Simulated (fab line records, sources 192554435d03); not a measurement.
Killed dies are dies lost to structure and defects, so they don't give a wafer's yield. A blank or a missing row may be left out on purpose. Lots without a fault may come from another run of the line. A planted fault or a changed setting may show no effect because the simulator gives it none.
Split-lot experiment | flow n5_finfet | 7 lots, 21 wafers read, on a route of 1938 steps

THE SPLIT
At N5_BEOL_M1_COAT_61 (time 60 s, resist thk 60 nm), the setting spin_rpm was moved away from the recipe's 1500 rpm on 9 of the 21 wafers read, by -4.1% to +9.7%. The other wafers ran this setting at the recipe's value.

FROM THE SPLIT TO THE READING: what the file shows between them, 8 steps
- N5_BEOL_M1_COAT_62: time 60 s, resist thk 12 nm
- N5_BEOL_M1_COAT_73: time 60 s, resist thk 5 nm
- N5_BEOL_M1_ETCH_74: etches underlayer in N2/H2, target depth 6.5 nm, time 5.2 s
- N5_BEOL_M1_ETCH_63: etches SiARC in CF4, target depth 15.6 nm, time 26 s
- N5_BEOL_M1_ETCH_64: etches SOC in N2/H2, target depth 75 nm, overetch 15 nm, time 112.5 s
- N5_BEOL_M1_STRIP_65: strips in N2/H2
- N5_BEOL_M1_STRIP_75: strips in N2/H2
- N5_BEOL_M1_STRIP_66: strips in CF4

THE READING
SOC_of_BEOL_M1_COAT_61.thk_nm (the simulator's own value, which no gauge read), in nm, at N5_BEOL_M1_HM_OPEN_17 (chemistry Cl2/BCl3, target TiN, target depth 20 nm, overetch 6 nm). The file gives no usual value for it. The 12 wafers here that ran the recipe average 52.1 nm, standard deviation 0.26 nm.

wafer  | tool, chamber at the split | spin_rpm as run, rpm | against the recipe | SOC_of_BEOL_M1_COAT_61.thk_nm, nm | against lot-mates on the recipe
L074.4 | litho_track-02, 0          | 1500                 | recipe             | 52                                | -
L074.5 | litho_track-02, 0          | 1500                 | recipe             | 52                                | -
L074.6 | litho_track-02, 0          | 1452                 | -3.2%              | 53                                | +1.0
L076.2 | litho_track-02, 0          | 1500                 | recipe             | 52.2                              | -
L076.3 | litho_track-02, 0          | 1500                 | recipe             | 52                                | -
L076.6 | litho_track-02, 0          | 1500                 | recipe             | 52                                | -
L080.3 | litho_track-04, 0          | 1500                 | recipe             | 52                                | -
L080.4 | litho_track-04, 0          | 1500                 | recipe             | 52.2                              | -
L080.6 | litho_track-04, 0          | 1500                 | recipe             | 51.8                              | -
L086.1 | litho_track-03, 0          | 1646                 | +9.7%              | 49.4                              | -2.4
L086.3 | litho_track-03, 0          | 1646                 | +9.7%              | 49.4                              | -2.4
L086.6 | litho_track-03, 0          | 1500                 | recipe             | 51.8                              | -
L087.2 | litho_track-03, 0          | 1439                 | -4.1%              | 53.2                              | +0.8
L087.5 | litho_track-03, 0          | 1500                 | recipe             | 52.4                              | -
L087.6 | litho_track-03, 0          | 1439                 | -4.1%              | 53.4                              | +1.0
L089.4 | litho_track-03, 0          | 1500                 | recipe             | 52.6                              | -
L089.5 | litho_track-03, 0          | 1588                 | +5.9%              | 50.4                              | -2.2
L089.6 | litho_track-03, 0          | 1588                 | +5.9%              | 50.6                              | -2.0
L096.1 | litho_track-04, 0          | 1500                 | recipe             | 52.6                              | -
L096.2 | litho_track-04, 0          | 1616                 | +7.7%              | 50                                | -2.6
L096.5 | litho_track-04, 0          | 1616                 | +7.7%              | 50.4                              | -2.2

THE FIT
A straight line over all 21 wafers: SOC_of_BEOL_M1_COAT_61.thk_nm changes by -0.273 nm for each +1% of spin_rpm; r = -0.98; the points scatter about the line by 0.23 nm.
The same after taking each lot's own level away (the mean of its wafers on the recipe; 21 wafers): -0.278 nm for each +1%; r = -0.98; scatter 0.23 nm.
On that fit, the largest move of spin_rpm shifts the reading by 2.7 nm.
The lots' own levels span 51.80 to 52.60 nm, that is 3.0 times the standard deviation above.
So the lot-to-lot level changes the slope little: the two slopes agree.
Check: with one of the wafers moved furthest among these (+9.7%) left out of the fit, the line predicts -2.87 nm for it against its lot-mates. It came out at -2.4 nm against them.

OTHER SPLITS ON THESE WAFERS
These wafers also went through other splits before the reading. Each is held against what the fit with the lots' levels taken away leaves over:
other split on the same wafers          | wafers away from the commonest value | r with SOC_of_BEOL_M1_COAT_61.thk_nm (lot level and that fit taken away)
N5_HKMG_FIN_PEB_10 peb_time_s           | 8                                    | -0.36
N5_GATE_CUT_ETCH_37 bias_w              | 4                                    | -0.27
N5_MOL_CONTACT_COAG_ETCHBACK_135 time_s | 7                                    | +0.09
N5_MOL_CONTACT_COAG_VIA_ETCH_46 bias_w  | 6                                    | +0.34
N5_BEOL_M0_SAQP_PECVD_97 time_s         | 7                                    | -0.14

THE WHOLE CHAIN: every reading that the file lists as answering this split, in the file's order
step                  | what it does                                                          | reading                                                                        | change (the file's fit)               | r (the file's)
N5_BEOL_M1_COAT_61    | time 60 s, resist thk 60 nm                                           | SOC_of_BEOL_M1_COAT_61.thk_nm (the simulator's own value, which no gauge read) | -0.289 nm for each +1% of the setting | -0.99
N5_BEOL_M1_ETCH_64    | etches SOC in N2/H2, target depth 75 nm, overetch 15 nm, time 112.5 s | etch.depth_nm (the simulator's own value, which no gauge read)                 | -0.28 nm for each +1% of the setting  | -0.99
N5_BEOL_M1_HM_OPEN_17 | chemistry Cl2/BCl3, target TiN, target depth 20 nm, overetch 6 nm     | SOC_of_BEOL_M1_COAT_61.thk_nm (the simulator's own value, which no gauge read) | -0.283 nm for each +1% of the setting | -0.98

THE FILE'S OWN FIT
SOC_of_BEOL_M1_COAT_61.thk_nm changes by -0.283 nm for each +1% of spin_rpm, r = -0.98.
